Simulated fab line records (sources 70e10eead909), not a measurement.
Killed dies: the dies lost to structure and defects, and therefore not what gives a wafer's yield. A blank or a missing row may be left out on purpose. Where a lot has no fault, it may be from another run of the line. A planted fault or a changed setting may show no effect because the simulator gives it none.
One fault through the eyes of 3 desks | flow nand_harc | what lay behind the numbers comes last; until then each desk has only its own

## FROM THE METROLOGY DESK
What the gauges read for every lot (on any tool): the sampled wafers with a number, averaged. Marked OUT: a lot whose mean sits more than 4 standard deviations from the usual mean, which makes it out of limits; the brackets give that distance.
Columns: A = cd_nm at NHARC_P_BONDPAD_CD_MEAS_13, usual 499.7 nm
lot  | first seen here | A
L739 | day 7 04:10     | 500.3
L740 | day 7 17:16     | 500.3
L742 | day 8 10:43     | 499.6
L743 | day 8 21:31     | 500.8
L744 | day 9 15:55     | 502.6
L747 | day 10 19:45    | 499.0
L749 | day 11 14:20    | 500.5
L750 | day 11 21:17    | 499.8
L752 | day 12 14:13    | 499.5
L753 | day 13 07:57    | 499.1
L758 | day 15 09:08    | 497.8
L760 | day 16 11:08    | 497.6
This desk's verdict: no lot among the 12 shows anything out of limits.

## THE TOOL OWNER'S DESK: rie_si-06
The tool's own readings at NHARC_A_ZERO_WELL_ETCH_13 (etches the open film in HBr/Cl2, target depth 120 nm, time 40.1 s): means of the sampled wafers that have a number, for each lot that ran on this tool. Marked OUT: a lot whose mean sits more than 4 standard deviations from the usual mean, which makes it out of limits; the brackets give that distance.
Columns: A = drypump_motor_current_A at NHARC_A_ZERO_WELL_ETCH_13, usual 5.7 A; B = oes_product_au at NHARC_A_ZERO_WELL_ETCH_13, usual 0.997 a.u.; C = throttle_valve_pct at NHARC_A_ZERO_WELL_ETCH_13, usual 26.405 %
lot  | first seen here | A   | B     | C
L740 | day 7 21:10     | 5.7 | 0.992 | 26.398
L743 | day 9 01:21     | 6.0 | 1.015 | 26.409
L744 | day 9 19:49     | 5.9 | 1.002 | 26.404
L749 | day 11 18:16    | 5.6 | 0.995 | 26.400
L750 | day 12 01:13    | 5.6 | 1.009 | 26.401
This desk's verdict: no lot among the 5 shows anything out of limits.

## THE DEFECT DESK
Lot by lot, what the route's inspections counted, given as the mean of those sampled wafers with a number. Marked OUT: a lot whose mean sits more than 4 standard deviations from the usual mean, which makes it out of limits; the brackets give that distance.
Columns: A = raw_defect_count at NHARC_A_ZERO_WELL_INSPECT_17, usual 11; B = raw_defect_count at NHARC_A_SOURCE_PLATE_INSPECT_08, usual 59
lot  | first seen here | A             | B
L739 | day 7 09:10     | 16            | 65
L740 | day 7 22:16     | 9             | 51
L742 | day 8 15:43     | 4             | 69
L743 | day 9 02:28     | 300 (+52) OUT | 344 (+12) OUT
L744 | day 9 20:53     | 464 (+81) OUT | 478 (+17) OUT
L747 | day 11 00:46    | 12            | 39
L749 | day 11 19:23    | 6             | 41
L750 | day 12 02:18    | 18            | 51
L752 | day 12 19:12    | 11            | 69
L753 | day 13 13:31    | 23            | 89
L758 | day 15 14:01    | 7             | 54
L760 | day 16 16:26    | 12            | 34
Finding of this desk: L743, L744 out of limits; the first was L743 at day 9 02:28, on raw_defect_count at NHARC_A_ZERO_WELL_INSPECT_17. L739, L740, L742, L747, L749, L750, L752, L753, L758, L760: within limits.

## TAKEN TOGETHER
The defect desk could have raised an alarm at day 9 02:28, on L743, L744.
At the metrology desk, nothing out of limits was observed.
The tool owner's desk saw nothing out of limits.
The metrology desk has L743, L744 on record, within its limits.
The tool owner's desk has L743, L744 on record, within its limits.
NHARC_A_ZERO_WELL_ETCH_13 was run on rie_si-06 by each of the lots named.

## WHAT HAD BEEN PUT IN BY THE SIMULATOR
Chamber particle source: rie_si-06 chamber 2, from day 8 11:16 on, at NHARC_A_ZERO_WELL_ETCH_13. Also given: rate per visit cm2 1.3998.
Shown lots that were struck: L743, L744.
Hours from the fault's start to each desk's first reading out of limits: the defect desk, 15.
